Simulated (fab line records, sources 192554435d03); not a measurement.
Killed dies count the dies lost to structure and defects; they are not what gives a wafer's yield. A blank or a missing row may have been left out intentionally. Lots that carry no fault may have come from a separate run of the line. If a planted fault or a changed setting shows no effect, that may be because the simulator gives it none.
One fault through the eyes of 3 desks || flow n5 finfet || each desk has only its own numbers; what lay behind them comes last

== THE DEFECT DESK ==
Counts from the inspections along the route, per lot, as means over the sampled wafers that have a number. The brackets show how far a lot's mean lies from the usual mean; more than 4 standard deviations puts the lot out of limits, marked OUT.
Columns: A = raw defect count at N5_WELL_APT_INSPECT_38, usual 13
{"lot": "L480", "first seen here": "day 2 05:02", "A": 10}
{"lot": "L482", "first seen here": "day 2 17:25", "A": 10}
{"lot": "L491", "first seen here": "day 4 23:28", "A": 11}
{"lot": "L493", "first seen here": "day 5 10:48", "A": 11}
{"lot": "L494", "first seen here": "day 5 16:51", "A": 8}
{"lot": "L495", "first seen here": "day 5 22:55", "A": 13}
{"lot": "L496", "first seen here": "day 6 04:54", "A": 18}
{"lot": "L500", "first seen here": "day 7 05:14", "A": 19}
Finding of this desk: none of the 8 lots has anything out of limits.

== AT THE METROLOGY DESK ==
What the gauges read, lot by lot, whatever tool the lot ran on: means of the sampled wafers that have a number. The brackets show how far a lot's mean lies from the usual mean; more than 4 standard deviations puts the lot out of limits, marked OUT. Only the readings that lie furthest out on some lot appear, 7 of the 11 it has.
Columns: A = cd nm at N5_FIN_SAQP_CD_MEAS_31, usual 8.09 nm; B = DIBL_N at N5_BEOL_M4_RC_MEAS_101, usual 36.2 mV/V; C = IOFF_P at N5_BEOL_M4_RC_MEAS_101, usual 0.210 nA/um; D = ION_P at N5_BEOL_M4_RC_MEAS_101, usual 465 uA/um; E = SS_N at N5_BEOL_M4_RC_MEAS_101, usual 71.4 mV/dec; F = VT_N at N5_BEOL_M4_RC_MEAS_101, usual 249.9 mV; G = VT_P at N5_BEOL_M4_RC_MEAS_101, usual -250 mV
{"lot": "L480", "first seen here": "day 2 13:19", "A": 8.32, "B": 35.7, "C": 0.230, "D": 473, "E": 70.9, "F": 247.1, "G": -247}
{"lot": "L482", "first seen here": "day 3 02:47", "A": 7.91, "B": 36.7, "C": 0.227, "D": 465, "E": 71.2, "F": 249.2, "G": -248}
{"lot": "L491", "first seen here": "day 5 08:01", "A": 8.09, "B": 37.4, "C": 0.218, "D": 468, "E": 71.6, "F": 249.5, "G": -247}
{"lot": "L495", "first seen here": "day 6 08:25", "A": 7.96, "B": 37.9, "C": 0.174, "D": 457, "E": 71.3, "F": 250.3, "G": -255}
{"lot": "L496", "first seen here": "day 6 13:53", "A": 8.14, "B": 36.1, "C": 0.210, "D": 464, "E": 71.4, "F": 251.1, "G": -249}
{"lot": "L500", "first seen here": "day 7 16:48", "A": 8.16, "B": 37.0, "C": 0.215, "D": 466, "E": 71.4, "F": 247.6, "G": -251}
Finding of this desk: none of the 6 lots has anything out of limits.

== TOOL OWNER'S DESK, pecvd-02 ==
The tool's own readings at N5_FIN_SAQP_PECVD_47 (deposits a-Si from SiH4/He, target thk 45 nm, time 36.3 s): means of the sampled wafers that have a number, for each lot that ran on this tool. The brackets show how far a lot's mean lies from the usual mean; more than 4 standard deviations puts the lot out of limits, marked OUT.
Columns: A = chamber pressure Torr at N5_FIN_SAQP_PECVD_47, usual 2.999 Torr; B = heater power outer w at N5_FIN_SAQP_PECVD_47, usual 496 W; C = heater power w at N5_FIN_SAQP_PECVD_47, usual 799 W; D = showerhead plenum p Torr at N5_FIN_SAQP_PECVD_47, usual 5.65 Torr; E = throttle valve pct at N5_FIN_SAQP_PECVD_47, usual 18.3 %
{"lot": "L480", "first seen here": "day 2 09:00", "A": 2.998, "B": 424, "C": 692, "D": 5.64, "E": 17.5}
{"lot": "L482", "first seen here": "day 2 22:31", "A": 2.996, "B": 419, "C": 697, "D": 5.60, "E": 17.8}
{"lot": "L491", "first seen here": "day 5 03:47", "A": 2.998, "B": 487, "C": 775, "D": 5.62, "E": 18.7}
{"lot": "L496", "first seen here": "day 6 09:33", "A": 3.001, "B": 453, "C": 738, "D": 5.63, "E": 18.2}
Finding of this desk: none of the 4 lots has anything out of limits.

== PUT TOGETHER ==
Nothing out of limits was seen by the defect desk.
The metrology desk saw nothing out of limits.
Nothing out of limits was seen by the tool owner's desk.

== WHAT THE SIMULATOR HAD PUT IN ==
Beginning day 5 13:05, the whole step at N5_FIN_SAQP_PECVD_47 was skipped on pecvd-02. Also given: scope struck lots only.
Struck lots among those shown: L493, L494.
